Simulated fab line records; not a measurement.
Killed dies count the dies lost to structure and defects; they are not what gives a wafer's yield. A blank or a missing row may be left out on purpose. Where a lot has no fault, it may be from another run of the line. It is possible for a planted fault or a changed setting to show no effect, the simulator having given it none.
Problem report, 8D (eight disciplines) form, completed by code	flow nand-harc	the parts of the form that need people (team, actions taken, sign-off) are left out

1. PROBLEM STATEMENT
killed-dies at NHARC_END_SORT_01 reads a mean of 205 on 4 wafers of 3 lots; wafers without a fault read 58 with a standard deviation of 17. That puts it +8.6 standard deviations away from the usual mean.
First observed at day 30 14:54: wafer L390.1, on prober-01. Wafers with a number at this step in the record: 21, from 8 lots. By rule, "out" or "out of limits" means more than 4 standard deviations away from the usual mean. The other wafers with a number count as sound.

2. WHAT IT IS; WHAT IT IS NOT
question	is	is not
which readings at this step	killed-dies, killed-at-array	killed-at-other, killed-at-periphery, killed-open
which lots	L389, L390, L391	L376, L379, L381, L384, L395
which wafers of those lots	L389.1, L389.4, L390.1, L391.4	L390.5, L391.5
read on which gauges	prober-01, prober-02	-
when	from day 30 14:54	up to then (12 sound wafers); but 5 sound wafers of L390, L391, L395 came after

3. SUSPECTS, AND WHAT RULES EACH OUT
Counting: if a tool at a process step up to the reading ran every lot that is out, it stays a suspect. Sound lots after the first of them don't rule it out here, since some wafers of a struck lot are sound.
- the gauge at NHARC_END_SORT_01 is ruled out. Those wafers that are out were read across 2 gauges (prober-01, prober-02).
- rie-diel-09 at NHARC_A_CONTACT_DESCUM_74 (chemistry O2, time 3 s): kept. Every lot that is out went through it, the first being L390 (day 28 02:25); the last sound lot it ran before that was L384 (day 25 00:37).
- rie-diel-09 at NHARC_A_CONTACT_ETCH_75 (etches the open film in CF4, target depth 39 nm, time 65 s): kept. Every lot that is out went through it, the first being L390 (day 28 02:30); the last sound lot it ran before that was L384 (day 25 00:54). Its own readings are out on those wafers: oes-product-au.
Left after counting: rie-diel-09 at NHARC_A_CONTACT_DESCUM_74, rie-diel-09 at NHARC_A_CONTACT_ETCH_75.

4. THE CAUSE (what the simulator had put in)
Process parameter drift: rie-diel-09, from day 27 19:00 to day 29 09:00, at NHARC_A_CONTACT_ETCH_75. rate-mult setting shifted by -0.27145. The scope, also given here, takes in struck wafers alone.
2 suspects survive the count, and this tool is in that group.

5. THE CHAIN OF EFFECTS, in route order
Rows list readings where the struck wafers' mean (over those with a number) sits beyond 3 standard deviations from the usual. Readings are gone through only where the record gives a usual standard deviation; hours: the median, over the lots, of the time from a lot's start at the first step in this table giving one to that lot's start at this step; sigmas: the change measured in usual standard deviations.
hours	step	reading	usual	on struck wafers	change	sigmas
0	NHARC_A_CONTACT_ETCH_75	oes-product-au	1.002 a.u.	0.831	-0.171	-16
60	NHARC_END_SORT_01	killed-at-array	54	200	+146	+8.6
60	NHARC_END_SORT_01	killed-dies	58	205	+147	+8.6
Its process steps:
- NHARC_A_CONTACT_ETCH_75: etches the open film in CF4, target depth 39 nm, time 65 s.

6. WHAT WOULD HAVE CAUGHT IT SOONER
The first out-of-limits reading at a measuring or inspecting step in this record came at day 30 14:54, 68 hours after the fault's start at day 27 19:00.
The tool's own readings at NHARC_A_CONTACT_ETCH_75 were out on every struck wafer that the step has a row for (oes-product-au): an alarm limit on them would have fired on the first of those.
Each of the lots that are out, 3 in all, had begun NHARC_A_CONTACT_ETCH_75 on rie-diel-09 no later than day 30 14:54. Tool hold at that time: it would have spared none of them.
